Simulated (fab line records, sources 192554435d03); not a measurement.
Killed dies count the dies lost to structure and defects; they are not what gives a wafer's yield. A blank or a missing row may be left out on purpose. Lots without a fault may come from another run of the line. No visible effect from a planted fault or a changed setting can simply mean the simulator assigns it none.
Struck lot and sound lot, side by side ; flow n5 finfet ; 23 steps out of a route of 1938
Sound: these wafers, L807.3, L807.5, L807.6. Wafers struck: L800.2, L800.3, L800.4. The cause is given at the end.
Each step with rows lists, per side, the tool, then ch with its chambers, then its first start. Under that, the readings that differ: sound wafers ; struck wafers ; difference of the means ; sigmas: that difference in standard deviations of wafers without a fault.
alike: words and numbers the same on both sides, and readings whose means are apart by under 2 such deviations; not compared: readings that were withheld, readings missing a value for some wafer, numbers with overlapping values and no deviation given by the record, and bounds like >300 which may hide the same value.
The two part at a step that has a row with sigmas, a row that says differs or no value, or rows on one side only. Numbers that have no deviation but don't overlap get no sigmas and don't part them. A reading that every wafer of one side lacks parts them only if that side has two wafers or more.

first, 8 steps without rows for these wafers: N5_BEOL_M11_CVD_75 (deposits Co from CCTBA/H2, target thk 2 nm, time 138.9 s); N5_BEOL_M11_SPUTTER_48 (material Cu, target thk 12 nm, time 2 s); N5_BEOL_M11_ECD_50 (material Cu, target thk 318 nm); N5_BEOL_M11_ANNEAL_51 (time 90 s); N5_BEOL_M11_CMP_52 (polishes, stops on SiCOH lowk, t overpolish 7 s, target thk 140 nm); N5_BEOL_M11_PRE_CLEAN_55 (time 15 s); N5_BEOL_M11_DEP_56 (deposits SiCN from 3MS/NH3, target thk 30 nm, time 10.5 s); N5_BEOL_M12_ILD_DEP_00 (deposits SiOC from DEMS/O2, target thk 658.92 nm, time 130.7 s).
N5_BEOL_M12_COAT_58: time 60 s, resist thk 89 nm.
  sound on litho track-03 ch 0, day 16 17:10; struck on litho track-02 ch 0, day 15 10:11
reading;sound;struck;difference;sigmas
spin speed rpm (rpm);1499.3 1499.8 1500.2;1232.7 1233.1 1233.0;-266.8;-99 or more
model.BARC_of_BEOL_M12_COAT_58.thk nm (nm);89 89.4 89.4;98.8 98.2 98.4;+9.2;
  alike: resist line temp C
then, 8 steps without rows for these wafers: N5_BEOL_M12_COAT_04 (resist thk 400 nm); N5_BEOL_M12_EBR_06; N5_BEOL_M12_SOFTBAKE_05 (time 60 s); N5_BEOL_M12_EXPOSE_07 (exposes mask V11); N5_BEOL_M12_PEB_08 (peb time 90 s); N5_BEOL_M12_DEVELOP_09 (develop time 45 s); N5_BEOL_M12_HARDBAKE_14 (time 120 s); N5_BEOL_M12_DESCUM_15 (chemistry O2, time 7.9 s).
N5_BEOL_M12_ETCH_59: etches BARC in N2/H2, target depth 89 nm, overetch 26.7 nm, time 67.9 s.
  sound on rie diel-05 ch 0,1,2, day 16 17:41; struck on rie diel-02 ch 0,1,2, day 15 10:34
reading;sound;struck;difference;sigmas
model.etch.depth nm (nm);89.04 89.35 89.43;98.71 98.16 98.37;+9.14;
  alike: drypump motor current A, oes product au, rf fwd power W, rf vpp V, showerhead plenum p Torr, throttle valve pct
  not compared: rf hours counter h
then, 2 steps without rows for these wafers: N5_BEOL_M12_VIA_ETCH_16 (etches SiOC in C4F8/O2/Ar, target depth 724.8 nm); N5_BEOL_M12_STRIP_63 (strips in N2/H2).
N5_BEOL_M12_STRIP_64: strips in N2/H2.
  sound on plasma asher-01 ch 0,1, day 16 18:01; struck on plasma asher-02 ch 0,1, day 15 10:53
reading;sound;struck;difference;sigmas
strip time to endpoint s (s);31.33 31.39 31.44;34.05 33.89 33.94;+2.57;+33
  alike: drypump motor current A, heater power w, oes product au
  not compared: rf hours counter h
then, 1 step without rows for these wafers: N5_BEOL_M12_STRIP_71 (strips in post etch residue remover, time 60 s).
N5_PASSIVATION_PROBE_49:
  sound wafers here have rows in the record (prober-02, day 18 13:09); struck ones have none

WHERE THEY PART
Last at N5_PASSIVATION_PROBE_49 as far as this record goes, first at N5_BEOL_M12_COAT_58.

WHY: what the simulator had put in
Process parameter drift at N5_BEOL_M12_COAT_58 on litho track-02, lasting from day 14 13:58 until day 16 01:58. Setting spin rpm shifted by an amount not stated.
